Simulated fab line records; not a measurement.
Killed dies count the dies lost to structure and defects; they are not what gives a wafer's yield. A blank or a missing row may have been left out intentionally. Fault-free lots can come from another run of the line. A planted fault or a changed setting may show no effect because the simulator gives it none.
fab line records | flow n5Finfet
record lots=11 | wafers=30 | lastDay=20
route steps=1938 shown BEOL_M3@1002 BEOL_M4@1111
lots that met no fault: from a run of the same line without faults
startH: start of the lot's first displayed wafer, in hours after the record's first day | waitH: hours elapsed since this lot's preceding step | " identical to the entry in the row above | L1.1+2: one row covering several wafers at once | - no value, or no start was given | * or withheld: withheld | < > ~ a bound
route shown NAME@n: a module of which the file shows steps, and the number in the route of the first | usual: average and standard deviation across the fault-free wafers | same: alike in all rows | chamber/n: place in a boat | sites: the reading at each site | _std_site: standard deviation across them | _edge_site: inner sites' mean taken away from outer sites' mean | radiusMm: for every site, how far away it sits from the centre of the wafer | mask NAME#n: copy n | behind: the last tool/chamber to shape the wafer | hold: why the lot was held/for how many hours/how that ended | device: whichever transistor did not switch (one of n, p or np) | end of line: the tests these same wafers got at the end of their route | step lacking rows: just its recipe | killed: the dies lost at the first sort to structure and to defects; this is not the yield of the wafer | map: the dies of a wafer, with x for killed, . for not killed, _ for no die there
set.NAME: the setting that was run; set.NAME@STEP: the one run at that earlier step | model.NAME: the simulator's own value behind a step, which no gauge read
one table for each step of the route and one row for each wafer, over a sample of lots
services: a tool's chamber out of use, with start hour (startH, from the record's first day; less than 0 if before it), hours out, and reason
## steps
# step N5_BEOL_M3_SPUTTER_88
# recipe material=Cu | targetThkA=45 | tempC=-20 | chamberPressurePa=0.07 | powerW=withheld | timeS=8.29
# usual throttleValvePct=29.6/0.9
# same timeS=8.29
lot.wafer | tool          | chamber | startH | waitH | throttleValvePct
L407.3    | pvdSputter-01 | -       | 191.81 | 0.1   | 28.8
L407.4    | "             | -       | "      | "     | 31.5
L407.5    | "             | -       | "      | "     | 28.5
L409.1    | pvdSputter-02 | -       | 194.58 | 0.1   | 28.7
L409.3    | "             | -       | "      | "     | 29.7
L409.5    | "             | -       | "      | "     | 29.3
L405.2    | pvdSputter-03 | -       | 196.26 | 0.1   | 29.1
L405.3    | "             | -       | "      | "     | 29.9
L405.4    | "             | -       | "      | "     | 31.2
L413.1    | pvdSputter-02 | -       | 222.19 | 0.1   | 28.8
L413.4    | "             | -       | "      | "     | 29.8
L413.6    | "             | -       | "      | "     | 29.8
L415.5    | pvdSputter-02 | -       | 268.91 | 0.0   | 28.2
L415.6    | "             | -       | "      | "     | 29.3
L416.1    | pvdSputter-02 | -       | 272.06 | 0.1   | 29.4
L416.6    | "             | -       | "      | "     | 29.6
L418.3    | pvdSputter-02 | -       | 275.90 | 0.1   | 29.6
L418.5    | "             | -       | "      | "     | 28.3
L420.1    | pvdSputter-01 | -       | 280.20 | 0.1   | 31.5
L420.3    | "             | -       | "      | "     | 29.9
L420.4    | "             | -       | "      | "     | 29.0
L421.1    | pvdSputter-01 | -       | 287.10 | 0.1   | 31.5
L421.2    | "             | -       | "      | "     | 28.7
L421.6    | "             | -       | "      | "     | 29.9
L427.1    | pvdSputter-02 | -       | 311.63 | 0.1   | 29.6
L427.2    | "             | -       | "      | "     | 29.6
L427.4    | "             | -       | "      | "     | 28.6
L428.3    | pvdSputter-01 | -       | 342.51 | 0.1   | 28.3
L428.5    | "             | -       | "      | "     | 28.5
L428.6    | "             | -       | "      | "     | 29.9
# step N5_BEOL_M3_ANNEAL_91
# recipe tempC=400 | timeS=240 | ambient=vacuum
# usual heaterPowerW=839/110
# same timeS=240
lot.wafer | tool          | chamber | startH | waitH | heaterPowerW
L407.3    | pvdSputter-01 | -       | 192.11 | 0.0   | 727
L407.4    | "             | -       | "      | "     | 888
L407.5    | "             | -       | "      | "     | 732
L409.1    | pvdSputter-02 | -       | 194.88 | 0.0   | 811
L409.3    | "             | -       | "      | "     | 763
L409.5    | "             | -       | "      | "     | 894
L405.2    | pvdSputter-03 | -       | 196.56 | 0.0   | 1061
L405.3    | "             | -       | "      | "     | 695
L405.4    | "             | -       | "      | "     | 811
L413.1    | pvdSputter-02 | -       | 222.49 | 0.0   | 794
L413.4    | "             | -       | "      | "     | 1082
L413.6    | "             | -       | "      | "     | 1086
L415.5    | pvdSputter-02 | -       | 269.24 | 0.1   | 819
L415.6    | "             | -       | "      | "     | 769
L416.1    | pvdSputter-02 | -       | 272.36 | 0.0   | 897
L416.6    | "             | -       | "      | "     | 744
L418.3    | pvdSputter-02 | -       | 276.20 | 0.0   | 749
L418.5    | "             | -       | "      | "     | 798
L420.1    | pvdSputter-01 | -       | 280.50 | 0.0   | 877
L420.3    | "             | -       | "      | "     | 786
L420.4    | "             | -       | "      | "     | 740
L421.1    | pvdSputter-01 | -       | 287.40 | 0.0   | 871
L421.2    | "             | -       | "      | "     | 776
L421.6    | "             | -       | "      | "     | 797
L427.1    | pvdSputter-02 | -       | 311.93 | 0.0   | 912
L427.2    | "             | -       | "      | "     | 1065
L427.4    | "             | -       | "      | "     | 810
L428.3    | pvdSputter-01 | -       | 342.81 | 0.0   | 715
L428.5    | "             | -       | "      | "     | 786
L428.6    | "             | -       | "      | "     | 802
# step N5_BEOL_M3_ECD_50
# recipe material=Cu | targetThkA=3000
lot.wafer  | tool     | chamber | startH | waitH
L407.3+4+5 | ecdCu-01 | 1,0,0   | 192.83 | 0.1
L409.1+3+5 | ecdCu-01 | 1,0,1   | 195.58 | 0.1
L405.2+3+4 | ecdCu-02 | 1,1,0   | 197.25 | 0.1
L413.1+4+6 | ecdCu-02 | 1       | 223.18 | 0.1
L415.5+6   | ecdCu-02 | 0,1     | 269.91 | 0.1
L416.1+6   | ecdCu-02 | 1,0     | 273.05 | 0.1
L418.3+5   | ecdCu-02 | 1,0     | 276.91 | 0.1
L420.1+3+4 | ecdCu-01 | 1,0,1   | 281.20 | 0.1
L421.1+2+6 | ecdCu-01 | 1,0,1   | 288.09 | 0.1
L427.1+2+4 | ecdCu-01 | 1,0,1   | 312.62 | 0.1
L428.3+5+6 | ecdCu-02 | 1,0,1   | 343.52 | 0.1
# step N5_BEOL_M3_CMP_52
# recipe stopOn=SiOC | tOverpolishS=6.8 | downForcePsi=1 | platenRpm=50 | clearingPlatenDownForcePsi=1.5 | clearingPlatenRpm=50 | postCmpClean=cuAlkaline | targetThkNm=40 | clearingPlatenPadVelocityMS=0.99484 | padVelocityMS=0.99484
# usual motorCurrentA=6.3/0.76 | platenRpm=50.00/0.031 | timeToEndpointS=62/3.4
lot.wafer | tool   | chamber | startH | waitH | motorCurrentA | platenRpm | timeToEndpointS
L407.4    | cmp-02 | 0       | 193.37 | 0.3   | 7.0           | 50.00     | 62
L407.3    | "      | 1       | "      | "     | 6.4           | 50.02     | 62
L407.5    | "      | 3       | "      | "     | 7.0           | 49.99     | 63
L409.1    | cmp-03 | 1       | 196.13 | 0.3   | 5.2           | 50.06     | 68
L409.3    | "      | 2       | "      | "     | 5.6           | 50.02     | 65
L409.5    | "      | 0       | "      | "     | 5.8           | 50.02     | 64
L405.3    | cmp-03 | 1       | 197.67 | 0.2   | 5.2           | 49.94     | 62
L405.4    | "      | 2       | "      | "     | 5.9           | 49.99     | 60
L405.2    | "      | 3       | "      | "     | 6.2           | 49.99     | 63
L413.4    | cmp-01 | 2       | 223.64 | 0.2   | 7.5           | 50.01     | 60
L413.1    | "      | 3       | "      | "     | 5.5           | 49.99     | 60
L413.6    | "      | 1       | "      | "     | 4.8           | 50.03     | 58
L415.5    | cmp-03 | 1       | 270.41 | 0.2   | 5.3           | 49.97     | 84
L415.6    | "      | 2       | "      | "     | 5.6           | 50.01     | 82
L416.1    | cmp-02 | 2       | 273.64 | 0.4   | 6.3           | 49.98     | 71
L416.6    | "      | 3       | "      | "     | 7.0           | 49.99     | 90
L418.3    | cmp-01 | 1       | 277.50 | 0.3   | 5.1           | 49.97     | 58
L418.5    | "      | 3       | "      | "     | 5.6           | 49.96     | 84
L420.3    | cmp-01 | 3       | 281.63 | 0.2   | 5.6           | 50.02     | 59
L420.4    | "      | 0       | "      | "     | 6.8           | 50.04     | 61
L420.1    | "      | 1       | "      | "     | 5.1           | 50.02     | 58
L421.1    | cmp-02 | 1       | 288.51 | 0.3   | 6.1           | 49.99     | 64
L421.2    | "      | 3       | "      | "     | 6.8           | 50.07     | 69
L421.6    | "      | 0       | "      | "     | 7.6           | 50.02     | 66
L427.4    | cmp-01 | 0       | 313.00 | 0.1   | 6.8           | 49.97     | 56
L427.2    | "      | 1       | "      | "     | 5.2           | 50.01     | 57
L427.1    | "      | 3       | "      | "     | 5.5           | 49.98     | 59
L428.3    | cmp-02 | 2       | 343.99 | 0.3   | 6.3           | 49.96     | 65
L428.6    | "      | 3       | "      | "     | 6.8           | 50.01     | 64
L428.5    | "      | 0       | "      | "     | 7.2           | 50.02     | 63
# step N5_BEOL_M3_THK_MEAS_53
# recipe thkMeasGauge=xrf | reads=Cu_of_BEOL_M3_ECD_50
# usual M3_THK=39.7/1.7
lot.wafer | tool         | chamber | startH | waitH | M3_THK[nm]
L407.3    | filmMetro-01 | -       | 193.59 | -     | 39.8
L407.4    | "            | -       | "      | "     | 42.0
L407.5    | "            | -       | "      | "     | 40.2
L409.1    | filmMetro-02 | -       | 196.39 | -     | 37.4
L409.3    | "            | -       | "      | "     | 37.9
L409.5    | "            | -       | "      | "     | 38.6
L405.2    | filmMetro-01 | -       | 197.93 | -     | 40.5
L405.3    | "            | -       | "      | "     | 43.2
L405.4    | "            | -       | "      | "     | 39.6
L413.1    | filmMetro-01 | -       | 223.86 | -     | 38.2
L413.4    | "            | -       | "      | "     | 41.8
L413.6    | "            | -       | "      | "     | 38.8
L415.5    | filmMetro-01 | -       | 270.56 | -     | 41.3
L415.6    | "            | -       | "      | "     | 40.1
L416.1    | filmMetro-02 | -       | 273.82 | -     | 43.8
L416.6    | "            | -       | "      | "     | 44.0
L418.3    | filmMetro-01 | -       | 277.68 | -     | 37.9
L418.5    | "            | -       | "      | "     | 39.5
L420.1    | filmMetro-02 | -       | 281.88 | -     | 35.4
L420.3    | "            | -       | "      | "     | 37.5
L420.4    | "            | -       | "      | "     | 37.2
L421.1    | filmMetro-01 | -       | 288.76 | -     | 37.7
L421.2    | "            | -       | "      | "     | 39.8
L421.6    | "            | -       | "      | "     | 40.2
L427.1    | filmMetro-02 | -       | 313.29 | -     | 37.3
L427.2    | "            | -       | "      | "     | 37.5
L427.4    | "            | -       | "      | "     | 40.6
L428.3    | filmMetro-01 | -       | 344.18 | -     | 37.0
L428.5    | "            | -       | "      | "     | 39.4
L428.6    | "            | -       | "      | "     | 38.3
# step N5_BEOL_M4_RC_MEAS_101
# usual DIBL_N=36.3/1.6 | DIBL_P=36.4/2.1 | IOFF_N=0.16/0.032 | IOFF_P=0.22/0.044 | ION_N=675/12 | ION_P=463/8.3 | SS_N=71.6/0.64 | SS_P=73.3/0.67 | VT_N=250/3.3 | VT_P=-250/3.7
lot.wafer | tool      | chamber | startH | waitH | DIBL_N[mV/V] | DIBL_P[mV/V] | IOFF_N[nA/um] | IOFF_P[nA/um] | ION_N[uA/um] | ION_P[uA/um] | SS_N[mV/dec] | SS_P[mV/dec] | VT_N[mV] | VT_P[mV]
L407.3    | prober-01 | 0       | 209.26 | 0.3   | 37.6         | 38.7         | 0.17          | 0.21          | 675          | 462          | 72.0         | 73.9         | 248      | -250
L407.4    | "         | 0       | "      | "     | 35.8         | 35.3         | 0.13          | 0.16          | 672          | 452          | 71.6         | 72.1         | 252      | -256
L407.5    | "         | 0       | "      | "     | 35.0         | 35.0         | 0.12          | 0.16          | 666          | 455          | 70.9         | 72.7         | 252      | -255
L409.1    | prober-01 | 0       | 218.98 | 0.0   | 36.7         | 36.5         | 0.17          | 0.22          | 675          | 470          | 71.0         | 73.9         | 248      | -249
L409.3    | "         | 0       | "      | "     | 36.5         | 36.4         | 0.16          | 0.20          | 664          | 455          | 71.4         | 72.9         | 251      | -251
L409.5    | "         | 0       | "      | "     | 37.5         | 37.5         | 0.18          | 0.22          | 682          | 469          | 72.1         | 74.1         | 248      | -248
L405.2    | prober-01 | 0       | 221.38 | 0.2   | 33.9         | 34.4         | 0.12          | 0.18          | 664          | 454          | 70.7         | 72.0         | 254      | -252
L405.3    | "         | 0       | "      | "     | 35.8         | 36.6         | 0.16          | 0.21          | 683          | 466          | 71.1         | 72.7         | 250      | -253
L405.4    | "         | 0       | "      | "     | 33.8         | 33.3         | 0.12          | 0.17          | 663          | 460          | 71.6         | 72.3         | 252      | -254
L413.1    | prober-01 | 0       | 254.70 | 0.0   | 38.7         | 39.0         | 0.20          | 0.32          | 664          | 472          | 73.3         | 73.9         | 248      | -242
L413.4    | "         | 0       | "      | "     | 38.2         | 39.1         | 0.18          | 0.32          | 683          | 477          | 71.7         | 73.5         | 249      | -244
L413.6    | "         | 0       | "      | "     | 37.8         | 37.9         | 0.18          | 0.31          | 686          | 484          | 72.3         | 73.8         | 247      | -240
L415.5    | prober-01 | 0       | 284.91 | 0.6   | 37.4         | 37.6         | 0.18          | 0.25          | 680          | 464          | 71.6         | 73.1         | 247      | -244
L415.6    | "         | 0       | "      | "     | 36.3         | 35.9         | 0.15          | 0.22          | 673          | 470          | 71.2         | 73.3         | 250      | -250
L416.1    | prober-02 | 0       | 287.00 | 0.0   | 33.7         | 32.9         | 0.13          | 0.20          | 674          | 469          | 71.2         | 71.8         | 250      | -247
L416.6    | "         | 0       | "      | "     | 35.6         | 35.8         | 0.17          | 0.26          | 696          | 479          | 71.5         | 73.3         | 249      | -244
L418.3    | prober-01 | 0       | 291.43 | 0.3   | 33.4         | 34.7         | 0.13          | 0.18          | 657          | 454          | 71.0         | 72.7         | 252      | -250
L418.5    | "         | 0       | "      | "     | 36.9         | 39.4         | 0.19          | 0.26          | 668          | 463          | 72.0         | 74.2         | 247      | -248
L420.1    | prober-02 | 0       | 306.11 | 0.7   | 34.7         | 35.1         | 0.14          | 0.20          | 663          | 458          | 71.4         | 73.7         | 253      | -253
L420.3    | "         | 0       | "      | "     | 33.1         | 33.9         | 0.11          | 0.18          | 651          | 457          | 71.3         | 73.1         | 257      | -252
L420.4    | "         | 0       | "      | "     | 35.3         | 35.8         | 0.15          | 0.20          | 668          | 462          | 71.0         | 74.1         | 251      | -251
L421.1    | prober-02 | 0       | 309.94 | 0.0   | 36.4         | 36.7         | 0.16          | 0.23          | 685          | 475          | 71.0         | 73.9         | 249      | -249
L421.2    | "         | 0       | "      | "     | 34.7         | 33.9         | 0.13          | 0.19          | 669          | 460          | 70.9         | 72.7         | 251      | -249
L421.6    | "         | 0       | "      | "     | 35.0         | 33.9         | 0.14          | 0.20          | 676          | 463          | 71.5         | 72.5         | 251      | -248
L427.1    | prober-02 | 0       | 354.48 | 0.0   | 35.4         | 36.1         | 0.13          | 0.16          | 665          | 456          | 71.8         | 72.6         | 254      | -253
L427.2    | "         | 0       | "      | "     | 34.7         | 35.6         | 0.13          | 0.16          | 662          | 456          | 71.1         | 73.2         | 252      | -256
L427.4    | "         | 0       | "      | "     | 40.7         | 41.8         | 0.24          | 0.26          | 697          | 463          | 73.0         | 74.2         | 245      | -247
L428.3    | prober-01 | 0       | 381.41 | 0.3   | 35.7         | 34.9         | 0.15          | 0.21          | 665          | 459          | 71.9         | 72.9         | 250      | -250
L428.5    | "         | 0       | "      | "     | 37.1         | 36.6         | 0.17          | 0.23          | 670          | 462          | 72.6         | 73.0         | 248      | -248
L428.6    | "         | 0       | "      | "     | 35.8         | 35.0         | 0.15          | 0.21          | 680          | 463          | 72.4         | 72.9         | 253      | -251
## services
tool   | chamber | startH | hours | kind
cmp-03 | -       | 177.04 | 1.1   | repair
cmp-03 | -       | 183.75 | 0.2   | repair
cmp-01 | -       | 237.84 | 3.0   | repair
cmp-01 | -       | 249.49 | 1.0   | repair
cmp-03 | -       | 270.53 | 4.2   | repair
cmp-02 | -       | 301.97 | 3.8   | pm
cmp-03 | -       | 306.56 | 5.8   | pm
cmp-01 | -       | 316.18 | 0.9   | repair
cmp-01 | -       | 322.86 | 4.0   | pm
cmp-01 | -       | 326.86 | -     | consumableReplace:conditioner
cmp-01 | -       | 326.86 | -     | consumableReplace:pad
cmp-03 | -       | 338.77 | 7.0   | repair
cmp-01 | -       | 343.60 | 5.5   | pm
## key
firstSign step=N5_BEOL_M3_CMP_52 | reading=timeToEndpointS | direction=up | sigmas=6.7 | usual=* | struck=*
effect none on later readings
metAt N5_BEOL_M3_ECD_50
struckLots L415,L416,L418
struckWafers L415.5,L415.6,L416.6,L418.5
notActingAt N5_BEOL_M3_SPUTTER_88,N5_BEOL_M3_ANNEAL_91,N5_BEOL_M3_THK_MEAS_53
onsetBetween 223.18 269.91
fault kind=processParameterDrift | tool=ecdCu-02 | chamber=- | onsetH=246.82 | steps=N5_BEOL_M3_ECD_50 | channel=targetThkA | offset=* | shape=step | endH=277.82 | scope=struckWafersOnly | actsIn=* | stated=*
